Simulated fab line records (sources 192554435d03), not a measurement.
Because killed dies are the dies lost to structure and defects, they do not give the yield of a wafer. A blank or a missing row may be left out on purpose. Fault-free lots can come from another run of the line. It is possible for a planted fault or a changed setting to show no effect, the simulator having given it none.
Chamber matching :: flow n5Finfet :: N5_BEOL_M0_SAQP_ETCH_88 on rieDiel-05 has 4 sister chambers
The step etches underlayer in N2/H2, target depth 6.5 nm, time 5.2 s. 4 wafers are shown with their chamber, then 7 later ones without.

WAFERS PAIRED WITH THEIR CHAMBERS
wafer: L082.4
chamber: 2
throttleValvePct (%): 17.65

wafer: L083.4
chamber: 0
throttleValvePct (%): 18.10

wafer: L084.4
chamber: 1
throttleValvePct (%): 17.81

wafer: L084.5
chamber: 3
throttleValvePct (%): 18.15

WAFERS WITH NO CHAMBER GIVEN
wafer: L084.6
throttleValvePct (%): 18.13

wafer: L086.1
throttleValvePct (%): 17.68

wafer: L086.3
throttleValvePct (%): 18.17

wafer: L086.5
throttleValvePct (%): 17.68

wafer: L092.1
throttleValvePct (%): 18.16

wafer: L092.3
throttleValvePct (%): 18.19

wafer: L092.4
throttleValvePct (%): 17.71

EACH ONE'S CHAMBER
wafer: L084.6
from the rows above: can't be placed: 3 or 0
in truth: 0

wafer: L086.1
from the rows above: 2
in truth: 2

wafer: L086.3
from the rows above: can't be placed: 3 or 0
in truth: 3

wafer: L086.5
from the rows above: 2
in truth: 2

wafer: L092.1
from the rows above: can't be placed: 3 or 0
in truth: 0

wafer: L092.3
from the rows above: can't be placed: 3 or 0
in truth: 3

wafer: L092.4
from the rows above: can't be placed: 2 or 1
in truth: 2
2 of 7 placed correctly. Can't be placed from these rows: 5 (the true chamber is among the candidates in 5). Wrongly placed: 0.
How it was worked out, from the rows above alone: a wafer's distance from a chamber is the root of the sum, over the readings, of the square of ((its reading less the chamber's mean) divided by the reading's scatter). If the next closest chamber is less than 2 further off than the closest, the wafer can't be placed; otherwise it belongs to the closest. A chamber's mean is the mean of its shown wafers. The scatter (one wafer shown for each chamber): square how far every hidden wafer sits from the nearest shown wafer, average those squares and take the square root.
